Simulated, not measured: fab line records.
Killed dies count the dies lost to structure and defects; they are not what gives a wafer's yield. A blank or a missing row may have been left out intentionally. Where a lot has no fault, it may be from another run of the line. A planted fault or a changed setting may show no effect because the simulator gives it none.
Chamber matching | flow nand_harc | NHARC_A_BLC_CMP_25 on cmp-01: 4 sister chambers
The step polishes, t overpolish 30 s, target thk 150 nm. 7 wafers are shown with their chamber, then 9 later ones without.

WAFERS PAIRED WITH THEIR CHAMBERS
wafer  | chamber | motor_current_A (A) | time_to_endpoint_s (s)
L079.6 | 2       | 12.1                | 35
L086.1 | 0       | 12.1                | 28
L088.3 | 3       | 10.7                | 28
L089.2 | 2       | 12.0                | 31
L090.3 | 1       | 11.7                | 30
L090.4 | 3       | 10.6                | 25
L090.5 | 1       | 11.8                | 32

WAFERS MISSING THEIR CHAMBER
wafer  | motor_current_A (A) | time_to_endpoint_s (s)
L093.1 | 12.0                | 29
L093.5 | 12.7                | 27
L093.6 | 10.6                | 27
L095.1 | 11.9                | 35
L095.3 | 12.9                | 29
L095.5 | 11.5                | 31
L097.1 | 12.1                | 35
L097.4 | 11.5                | 33
L097.6 | 11.0                | 29

EACH ONE'S CHAMBER
wafer  | from the rows above          | in truth
L093.1 | can't be placed: 0 or 2      | 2
L093.5 | can't be placed: 0 or 2      | 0
L093.6 | 3                            | 3
L095.1 | can't be placed: 2 or 1 or 0 | 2
L095.3 | can't be placed: 0 or 2      | 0
L095.5 | 1                            | 1
L097.1 | 2                            | 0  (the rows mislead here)
L097.4 | 1                            | 1
L097.6 | 3                            | 3
4 of 9 placed correctly. These rows do not allow placing 4 (true chamber among the candidates in 4). Placed wrongly: 1.
How it was worked out, from the rows above alone: a wafer's distance from a chamber is the root of the sum, over the readings, of the square of ((its reading less the chamber's mean) divided by the reading's scatter). The wafer belongs to the nearest chamber; if the next one is less than 2 further off, it can't be placed. Each chamber's mean is taken over the wafers shown for it. The scatter: the root of (the sum of the squares of (reading less its chamber's mean) over the shown wafers, divided by (wafers less chambers)).
